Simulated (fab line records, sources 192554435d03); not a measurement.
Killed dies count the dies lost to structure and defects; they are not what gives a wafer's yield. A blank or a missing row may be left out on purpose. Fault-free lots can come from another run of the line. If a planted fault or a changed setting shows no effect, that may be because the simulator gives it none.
Which tool did it? || flow n5 finfet || 63 wafers sampled from 21 lots at 1 step of a route of 1938

WHAT EACH GAUGE READ, for each wafer
N5_BEOL_M2_INSPECT_13: inspects for defects (brightfield).
{"lot": "L074", "measured": "day 6 15:19", "on": "defect inspect-01", "raw defect count": "312 490 453"}
{"lot": "L075", "measured": "day 6 20:50", "on": "defect inspect-01", "raw defect count": "400 375 503"}
{"lot": "L076", "measured": "day 7 05:03", "on": "defect inspect-02", "raw defect count": "430 473 459"}
{"lot": "L079", "measured": "day 7 17:40", "on": "defect inspect-01", "raw defect count": "623 526 429"}
{"lot": "L078", "measured": "day 7 20:58", "on": "defect inspect-01", "raw defect count": "491 583 371"}
{"lot": "L080", "measured": "day 8 02:42", "on": "defect inspect-01", "raw defect count": "504 258 356"}
{"lot": "L081", "measured": "day 8 08:10", "on": "defect inspect-02", "raw defect count": "480 418 439"}
{"lot": "L082", "measured": "day 8 21:23", "on": "defect inspect-01", "raw defect count": "451 467 450"}
{"lot": "L083", "measured": "day 9 06:05", "on": "defect inspect-02", "raw defect count": "408 345 519"}
{"lot": "L084", "measured": "day 9 09:31", "on": "defect inspect-01", "raw defect count": "355 309 339"}
{"lot": "L085", "measured": "day 9 18:37", "on": "defect inspect-02", "raw defect count": "440 423 412"}
{"lot": "L086", "measured": "day 9 21:29", "on": "defect inspect-02", "raw defect count": "634 491 592"}
{"lot": "L087", "measured": "day 10 02:22", "on": "defect inspect-02", "raw defect count": "438 446 358"}
{"lot": "L088", "measured": "day 10 03:20", "on": "defect inspect-02", "raw defect count": "447 561 456"}
{"lot": "L090", "measured": "day 10 14:08", "on": "defect inspect-02", "raw defect count": "356 297 353"}
{"lot": "L089", "measured": "day 10 15:13", "on": "defect inspect-01", "raw defect count": "503 339 394"}
{"lot": "L091", "measured": "day 10 22:04", "on": "defect inspect-01", "raw defect count": "387 356 385"}
{"lot": "L092", "measured": "day 10 23:35", "on": "defect inspect-01", "raw defect count": "394 353 320"}
{"lot": "L094", "measured": "day 11 13:07", "on": "defect inspect-01", "raw defect count": "268 377 386"}
{"lot": "L093", "measured": "day 11 13:16", "on": "defect inspect-02", "raw defect count": "421 334 328"}
{"lot": "L095", "measured": "day 12 07:28", "on": "defect inspect-01", "raw defect count": "399 474 388"}

EACH LOT AND THE TOOL THAT RAN IT (in order: tool; ch and the chambers of the sampled wafers; start)
There is no process step in the record ahead of these readings.

WHAT THE TOOLS THEMSELVES READ (means of the sampled wafers that have a number; where no wafer has one, the mark that the record gives instead)
The record holds no such reading with a usual standard deviation.

THE ANSWER, worked out from the rows above alone
Rule: the lots themselves supply what counts as usual. Put in order of their means at a reading, lots are off if they are a third of the lots or fewer, leave a main group of 4 or more, and stand apart from it by a gap of 3 or more times the standard deviation of the main group's means; of several such gaps the widest counts. If all means in a main group match to the digits the tables above print for the reading, that group is not used. Also off: a lot with no number at a reading for which 4 or more lots have one. Where the step has rows for the other lots, those lots are counted as sound. Order of review: gauges by route order, followed by the tools' own readings, for which a lot's mean as printed above is used. The first step at which some lot is off is used, and at that step the reading that is off furthest; a lot without a number counts as furthest.
None of the lots is off at any reading shown; this tells nothing.

WHAT THE SIMULATOR HAD PUT IN
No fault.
